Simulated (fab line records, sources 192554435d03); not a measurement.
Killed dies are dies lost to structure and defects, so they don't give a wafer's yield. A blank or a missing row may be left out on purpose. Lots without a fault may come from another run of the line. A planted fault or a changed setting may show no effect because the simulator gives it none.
Which tool did it? | flow n5_finfet | 8 lots, 24 wafers sampled, at 7 steps of a route of 1938

WHAT THE GAUGES READ, wafer by wafer
N5_BEOL_M0_SAQP_CD_MEAS_29: target cd 14.4 nm. Usual: cd_nm 15.00 nm, standard deviation 0.21.
lot  | measured     | on        | cd_nm (nm)        | flag
L676 | day 5 22:58  | cd_sem-02 | 14.74 14.88 14.76 |
L679 | day 7 01:46  | cd_sem-02 | 15.01 15.15 15.31 |
L688 | day 9 03:30  | cd_sem-03 | 14.94 14.35 15.04 |
L689 | day 9 06:43  | cd_sem-02 | 15.00 15.06 15.25 |
L690 | day 9 12:29  | cd_sem-02 | 14.79 15.02 15.40 |
L694 | day 10 15:23 | cd_sem-01 | 14.95 14.74 15.16 |
L695 | day 10 16:30 | cd_sem-01 | 14.92 15.11 14.92 |
L697 | day 11 05:05 | cd_sem-03 | 15.26 15.58 15.25 |

N5_BEOL_M0_OCD_MEAS_108. Usual: trench_depth_nm 32.7 nm, standard deviation 0.61.
lot  | measured     | on     | trench_depth_nm (nm) | flag
L676 | day 6 02:59  | ocd-01 | 32.7 32.0 33.4       |
L679 | day 7 07:52  | ocd-01 | 32.5 32.4 32.7       |
L688 | day 9 11:02  | ocd-02 | 0.4 0.1 0.3          | OFF
L689 | day 9 11:02  | ocd-01 | 0.4 0.0 0            | OFF
L690 | day 9 18:20  | ocd-01 | 0.3 0 0.1            | OFF
L694 | day 10 22:01 | ocd-01 | 32.9 32.7 32.8       |
L695 | day 10 22:23 | ocd-01 | 31.7 32.2 32.0       |
L697 | day 11 17:39 | ocd-02 | 32.2 32.5 32.4       |

N5_BEOL_M4_RC_MEAS_101. Usual: DIBL_N 35.9 mV/V, standard deviation 1.4; DIBL_P 35.9 mV/V, standard deviation 1.7; IOFF_N 0.155 nA/um, standard deviation 0.023; IOFF_P 0.201 nA/um, standard deviation 0.029; ION_N 672 uA/um, standard deviation 8.8; ION_P 460 uA/um, standard deviation 7; SS_N 71.6 mV/dec, standard deviation 0.48; SS_P 73.1 mV/dec, standard deviation 0.64; VT_N 250.0 mV, standard deviation 3; VT_P -251.6 mV, standard deviation 3.
lot  | measured     | on        | DIBL_N (mV/V)  | DIBL_P (mV/V)  | IOFF_N (nA/um)    | IOFF_P (nA/um)    | ION_N (uA/um) | ION_P (uA/um) | SS_N (mV/dec)  | SS_P (mV/dec)  | VT_N (mV)         | VT_P (mV)            | flag
L676 | day 8 04:57  | prober-02 | 34.9 34.1 35.3 | 33.6 33.5 35.0 | 0.130 0.120 0.145 | 0.184 0.181 0.213 | 652 660 664   | 452 455 463   | 71.9 71.0 71.7 | 72.2 72.6 72.7 | 256.1 254.3 251.9 | -249.7 -250.7 -250.3 |
L679 | day 9 06:42  | prober-01 | 36.1 36.0 35.6 | 36.3 36.4 36.0 | 0.168 0.163 0.172 | 0.217 0.207 0.213 | 675 676 673   | 460 458 457   | 72.0 71.1 71.3 | 73.0 73.4 73.2 | 247.6 250.3 248.9 | -250.3 -251.0 -250.2 |
L694 | day 12 22:56 | prober-01 | 36.6 36.3 35.4 | 37.5 37.9 36.6 | 0.168 0.170 0.149 | 0.213 0.217 0.199 | 682 676 668   | 461 460 461   | 72.3 72.0 72.8 | 73.8 74.1 73.7 | 248.7 248.1 250.8 | -250.7 -251.7 -250.6 |
L695 | day 12 22:28 | prober-02 | 39.1 38.5 37.6 | 39.8 39.4 38.0 | 0.211 0.195 0.187 | 0.260 0.250 0.231 | 682 685 686   | 462 464 469   | 72.3 72.4 71.8 | 74.4 73.7 73.0 | 243.3 248.6 243.6 | -250.6 -249.5 -249.3 |
L697 | day 13 18:04 | prober-01 | 35.9 37.2 34.9 | 35.7 35.9 34.2 | 0.155 0.157 0.132 | 0.183 0.196 0.171 | 679 670 666   | 461 454 451   | 71.4 71.7 70.5 | 72.8 73.5 73.4 | 248.4 250.7 252.3 | -253.1 -252.3 -254.2 |

WHICH TOOL RAN EACH LOT (tool, then ch and the chambers of the sampled wafers, then the start)
lot  | N5_BEOL_M0_SAQP_ETCH_73            | N5_BEOL_M0_HM_OPEN_105            | N5_BEOL_M0_ETCH_128                | N5_BEOL_M0_STRIP_142
L676 | rie_diel-03 ch 0,3, day 5 23:27    | rie_metal-03 ch 0, day 6 02:10    | rie_diel-06 ch 1,2,3, day 6 02:50  | rie_diel-06 ch 1,2,3, day 6 02:54
L679 | rie_diel-04 ch 1,3, day 7 02:14    | rie_metal-03 ch 0,1, day 7 06:29  | rie_diel-06 ch 0,1, day 7 07:43    | rie_diel-06 ch 0,1, day 7 07:47
L688 | rie_diel-04 ch 0,1, day 9 04:07    | rie_metal-01 ch 0,1, day 9 10:34  | rie_diel-05 ch 0,1,2, day 9 10:54  | rie_diel-05 ch 0,1,2, day 9 10:58
L689 | rie_diel-03 ch 1,3, day 9 07:25    | rie_metal-02 ch 0, day 9 10:34    | rie_diel-02 ch 0,2, day 9 10:53    | rie_diel-02 ch 0,2, day 9 10:58
L690 | rie_diel-03 ch 0,2,3, day 9 13:05  | rie_metal-03 ch 0,1, day 9 17:31  | rie_diel-05 ch 1,2,3, day 9 18:11  | rie_diel-05 ch 1,2,3, day 9 18:16
L694 | rie_diel-03 ch 0,1,3, day 10 15:52 | rie_metal-02 ch 0, day 10 21:02   | rie_diel-05 ch 0,1,2, day 10 21:52 | rie_diel-05 ch 0,1,2, day 10 21:56
L695 | rie_diel-04 ch 0,1,3, day 10 17:11 | rie_metal-03 ch 0, day 10 21:05   | rie_diel-02 ch 0,2,3, day 10 22:14 | rie_diel-02 ch 0,2,3, day 10 22:19
L697 | rie_diel-04 ch 1,2, day 11 05:43   | rie_metal-03 ch 0,1, day 11 17:14 | rie_diel-02 ch 2,3, day 11 17:30   | rie_diel-02 ch 2,3, day 11 17:34
- N5_BEOL_M0_SAQP_ETCH_73: etches SiARC in CF4, target depth 19.5 nm, time 32.5 s.
- N5_BEOL_M0_HM_OPEN_105: chemistry Cl2/BCl3, target TiN, target depth 12 nm.
- N5_BEOL_M0_ETCH_128: etches SiCN in CF4/N2, target depth 12 nm, overetch 5.1 nm, time 21.4 s.
- N5_BEOL_M0_STRIP_142: strips in N2/H2, time 10 s.

WHAT THE TOOLS THEMSELVES READ (means of the sampled wafers that have a number; where no wafer has one, the mark that the record gives instead)
N5_BEOL_M0_SAQP_ETCH_73. Usual: chamber_pressure_mTorr 40.00 mTorr, standard deviation 0.055; drypump_motor_current_A 5.8 A, standard deviation 0.58; etch_rf_on_time_s 32.4 s, standard deviation 0.39; oes_product_au 0.66 a.u., standard deviation 0.076; rf_vpp_V 184.1 V, standard deviation 1.3; showerhead_plenum_p_Torr 2.15 Torr, standard deviation 0.081; throttle_valve_pct 15.62 %, standard deviation 0.19.
lot  | tool        | chamber_pressure_mTorr (mTorr) | drypump_motor_current_A (A) | etch_rf_on_time_s (s) | oes_product_au (a.u.) | rf_vpp_V (V) | showerhead_plenum_p_Torr (Torr) | throttle_valve_pct (%) | flag
L676 | rie_diel-03 | 39.96                          | 6.0                         | 33.1                  | 0.60                  | 182.8        | 2.04                            | 15.64                  |
L679 | rie_diel-04 | 39.97                          | 5.9                         | 32.6                  | 0.59                  | 184.2        | 2.15                            | 15.79                  |
L688 | rie_diel-04 | 40.05                          | 5.4                         | 31.9                  | 0.76                  | 184.7        | 2.20                            | 15.56                  |
L689 | rie_diel-03 | 40.00                          | 6.2                         | 32.3                  | 0.68                  | 184.9        | 2.24                            | 15.56                  |
L690 | rie_diel-03 | 40.01                          | 5.6                         | 32.2                  | 0.67                  | 184.8        | 2.15                            | 15.52                  |
L694 | rie_diel-03 | 40.01                          | 5.9                         | 32.4                  | 0.66                  | 184.8        | 2.18                            | 15.52                  |
L695 | rie_diel-04 | 39.98                          | 5.9                         | 32.3                  | 0.67                  | 183.7        | 2.15                            | 15.62                  |
L697 | rie_diel-04 | 40.01                          | 5.6                         | 31.9                  | 0.71                  | 183.9        | 2.16                            | 15.62                  |

N5_BEOL_M0_HM_OPEN_105. Usual: bcl3_flow_sccm 21.76 sccm, standard deviation 0.064; bias_w 126.0 W, standard deviation 0.38; chamber_pressure_mTorr 10.000 mTorr, standard deviation 0.0096; drypump_motor_current_A 5.8 A, standard deviation 0.31; he_backside_leak_sccm 3.32 sccm, standard deviation 0.27; oes_ar_750_au 0.76 a.u., standard deviation 0.1; oes_product_au 0.76 a.u., standard deviation 0.1; throttle_valve_pct 21.93 %, standard deviation 0.19.
lot  | tool         | bcl3_flow_sccm (sccm) | bias_w (W) | chamber_pressure_mTorr (mTorr) | drypump_motor_current_A (A) | he_backside_leak_sccm (sccm) | oes_ar_750_au (a.u.) | oes_product_au (a.u.) | throttle_valve_pct (%) | flag
L676 | rie_metal-03 | 21.78                 | 126.0      | 9.999                          | 6.0                         | 3.46                         | 0.71                 | 0.71                  | 21.72                  |
L679 | rie_metal-03 | 21.83                 | 125.9      | 10.001                         | 5.9                         | 3.31                         | 0.69                 | 0.68                  | 21.91                  |
L688 | rie_metal-01 | -                     | -          | -                              | -                           | -                            | -                    | -                     | -                      | OFF
L689 | rie_metal-02 | -                     | -          | -                              | -                           | -                            | -                    | -                     | -                      | OFF
L690 | rie_metal-03 | -                     | -          | -                              | -                           | -                            | -                    | -                     | -                      | OFF
L694 | rie_metal-02 | 21.77                 | 126.0      | 10.002                         | 5.4                         | 3.20                         | 0.87                 | 0.87                  | 22.07                  |
L695 | rie_metal-03 | 21.77                 | 125.9      | 10.006                         | 6.0                         | 3.36                         | 0.69                 | 0.68                  | 21.75                  |
L697 | rie_metal-03 | 21.75                 | 126.2      | 10.006                         | 5.9                         | 3.14                         | 0.89                 | 0.89                  | 21.92                  |

N5_BEOL_M0_ETCH_128. Usual: chamber_pressure_mTorr 40.00 mTorr, standard deviation 0.046; drypump_motor_current_A 5.8 A, standard deviation 0.46; oes_product_au 0.54 a.u., standard deviation 0.063; rf_vpp_V 383.1 V, standard deviation 2.2; showerhead_plenum_p_Torr 2.23 Torr, standard deviation 0.081; throttle_valve_pct 15.43 %, standard deviation 0.27.
lot  | tool        | chamber_pressure_mTorr (mTorr) | drypump_motor_current_A (A) | oes_product_au (a.u.) | rf_vpp_V (V) | showerhead_plenum_p_Torr (Torr) | throttle_valve_pct (%) | flag
L676 | rie_diel-06 | 40.01                          | 5.6                         | 0.53                  | 381.9        | 2.18                            | 15.63                  |
L679 | rie_diel-06 | 40.05                          | 5.8                         | 0.48                  | 380.8        | 2.15                            | 15.87                  |
L688 | rie_diel-05 | 40.00                          | 5.5                         | 0.33                  | 382.7        | 2.24                            | 15.29                  | OFF
L689 | rie_diel-02 | 39.98                          | 6.1                         | 0.27                  | 382.9        | 2.24                            | 15.35                  | OFF
L690 | rie_diel-05 | 39.98                          | 5.2                         | 0.30                  | 384.0        | 2.28                            | 15.48                  | OFF
L694 | rie_diel-05 | 39.99                          | 5.6                         | 0.58                  | 384.2        | 2.24                            | 15.33                  |
L695 | rie_diel-02 | 40.01                          | 6.0                         | 0.56                  | 381.8        | 2.21                            | 15.27                  |
L697 | rie_diel-02 | 39.98                          | 5.8                         | 0.60                  | 382.2        | 2.20                            | 15.19                  |

N5_BEOL_M0_STRIP_142. Usual: chamber_pressure_mTorr 20.000 mTorr, standard deviation 0.018; drypump_motor_current_A 5.8 A, standard deviation 0.46; oes_product_au 0.79 a.u., standard deviation 0.099; rf_vpp_V 59.1 V, standard deviation 0.86; showerhead_plenum_p_Torr 2.57 Torr, standard deviation 0.097; throttle_valve_pct 23.7 %, standard deviation 0.34.
lot  | tool        | chamber_pressure_mTorr (mTorr) | drypump_motor_current_A (A) | oes_product_au (a.u.) | rf_vpp_V (V) | showerhead_plenum_p_Torr (Torr) | throttle_valve_pct (%) | flag
L676 | rie_diel-06 | 19.990                         | 5.6                         | 0.78                  | 58.5         | 2.51                            | 24.0                   |
L679 | rie_diel-06 | 19.996                         | 5.8                         | 0.69                  | 59.1         | 2.47                            | 24.2                   |
L688 | rie_diel-05 | 19.999                         | 5.5                         | 0.87                  | 59.3         | 2.58                            | 23.6                   |
L689 | rie_diel-02 | 19.990                         | 6.1                         | 0.72                  | 59.3         | 2.59                            | 23.6                   |
L690 | rie_diel-05 | 20.011                         | 5.2                         | 0.80                  | 59.4         | 2.64                            | 23.7                   |
L694 | rie_diel-05 | 19.997                         | 5.5                         | 0.86                  | 58.5         | 2.58                            | 23.6                   |
L695 | rie_diel-02 | 19.991                         | 6.0                         | 0.81                  | 59.3         | 2.55                            | 23.5                   |
L697 | rie_diel-02 | 20.006                         | 5.8                         | 0.87                  | 58.8         | 2.54                            | 23.5                   |

THE ANSWER, worked out from the rows above alone
Rule: a lot is off if the mean of its wafers that have a number lies more than 3 standard deviations from the usual mean. A lot without any number at a reading at which 4 lots or more have one is off too. The other lots that the step has rows for count as sound. The gauges are gone through in route order, then the tools' own readings, and for those a lot's mean is taken as printed above. The first step at which some lot is off is used, and at that step the reading that is off furthest; a lot without a number counts as furthest.
Off: L688, L689, L690, at N5_BEOL_M0_OCD_MEAS_108 (trench_depth_nm).
A tool fits if, at a process step before that reading, it ran every lot that is off, and no sound lot after the first of them. The gauges at N5_BEOL_M0_OCD_MEAS_108 aren't tried: what is off there is off at N5_BEOL_M0_HM_OPEN_105 too, on other tools, and a gauge's error can't cause that. None of those tried fits.

WHAT THE SIMULATOR HAD PUT IN
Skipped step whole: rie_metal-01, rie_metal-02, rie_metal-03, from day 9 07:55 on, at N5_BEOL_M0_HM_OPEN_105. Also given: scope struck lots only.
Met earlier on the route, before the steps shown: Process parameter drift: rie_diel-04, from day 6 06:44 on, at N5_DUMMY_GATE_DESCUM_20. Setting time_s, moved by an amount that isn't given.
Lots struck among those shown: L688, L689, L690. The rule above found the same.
